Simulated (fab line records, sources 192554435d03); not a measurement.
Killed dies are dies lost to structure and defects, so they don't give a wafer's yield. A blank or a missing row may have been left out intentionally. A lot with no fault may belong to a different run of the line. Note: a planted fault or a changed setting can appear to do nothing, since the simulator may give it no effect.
Chamber matching	flow n5 finfet	4 sister chambers for N5_GATE_CUT_HM_OPEN_40 on rie diel-05
The step chemistry C4F6/O2, target SiO2, target depth 139 nm, time 85.1 s. 4 wafers are shown with their chamber, then 12 later ones without.

## WAFERS PAIRED WITH THEIR CHAMBERS
wafer	chamber	showerhead plenum p Torr (Torr)
L087.5	2	2.75
L088.3	3	2.91
L088.5	0	2.94
L088.6	1	2.84

## WAFERS WITHOUT THEIR CHAMBER
wafer	showerhead plenum p Torr (Torr)
L090.1	2.91
L090.3	2.84
L090.6	2.91
L095.2	2.90
L095.4	2.74
L095.5	2.83
L096.3	2.90
L096.4	2.93
L096.5	2.83
L097.1	2.83
L097.3	2.93
L097.4	2.90

## THE CHAMBER EACH PASSED THROUGH
wafer	from the rows above	in truth
L090.1	3	3
L090.3	1	1
L090.6	3	3
L095.2	3	3
L095.4	2	2
L095.5	1	1
L096.3	3	3
L096.4	can't be placed: 0 or 3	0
L096.5	1	1
L097.1	1	1
L097.3	can't be placed: 0 or 3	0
L097.4	3	3
Correct placement for 10 of the 12. Not placeable from these rows: 2 (in 2, the candidates include the true chamber). Wrongly placed: 0.
How it was worked out, from the rows above alone: a wafer's distance from a chamber is the root of the sum, over the readings, of the square of ((its reading less the chamber's mean) divided by the reading's scatter). The wafer belongs to the nearest chamber; if the next one is less than 2 further off, it can't be placed. A chamber's mean is the mean of its shown wafers. The scatter: root of mean squared gap, hidden wafer to nearest shown wafer, with one shown wafer a chamber.
